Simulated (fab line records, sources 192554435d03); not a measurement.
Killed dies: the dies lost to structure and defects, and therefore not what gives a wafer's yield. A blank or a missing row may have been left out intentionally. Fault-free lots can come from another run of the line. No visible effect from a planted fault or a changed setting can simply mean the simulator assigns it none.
Chamber matching | flow n5_finfet | N5_HKMG_FIN_ALD_79 on ald_metal-01: 4 sister chambers
The step deposits TiN, target thk 1.5 nm, pulse time 1 s, purge time 3 s. 8 wafers are shown with their chamber, then 8 later ones without.

WAFERS, EACH WITH ITS CHAMBER
wafer  | chamber | heater_power_w (W) | precursor_pulse_height_rel
L088.2 | 1       | 972                | 0.980
L088.6 | 0       | 760                | 1.013
L089.6 | 1       | 984                | 1.029
L090.1 | 0       | 761                | 0.992
L090.3 | 2       | 1052               | 1.018
L092.4 | 2       | 1065               | 1.005
L092.6 | 3       | 928                | 0.960
L093.1 | 3       | 933                | 0.987

WAFERS WITH NO CHAMBER GIVEN
wafer  | heater_power_w (W) | precursor_pulse_height_rel
L093.3 | 751                | 1.016
L093.5 | 913                | 1.015
L095.2 | 1065               | 1.013
L095.3 | 742                | 0.961
L095.5 | 757                | 0.965
L096.2 | 1000               | 1.000
L096.4 | 909                | 0.997
L096.6 | 1058               | 1.026

WHICH CHAMBER EACH WENT THROUGH
wafer  | from the rows above | in truth
L093.3 | 0                   | 0
L093.5 | 3                   | 3
L095.2 | 2                   | 2
L095.3 | 0                   | 0
L095.5 | 0                   | 0
L096.2 | 1                   | 1
L096.4 | 3                   | 3
L096.6 | 2                   | 2
Placed correctly: 8 of 8. From these rows, 0 cannot be placed. Wrongly placed: 0.
How it was worked out, from the rows above alone: a wafer's distance from a chamber is the root of the sum, over the readings, of the square of ((its reading less the chamber's mean) divided by the reading's scatter). The wafer belongs to the nearest chamber; if the next one is less than 2 further off, it can't be placed. The mean given for a chamber averages the wafers shown for that chamber. The scatter: take each reading less its chamber's mean, square it, sum over the shown wafers, divide by the number of wafers less the number of chambers, and take the root.
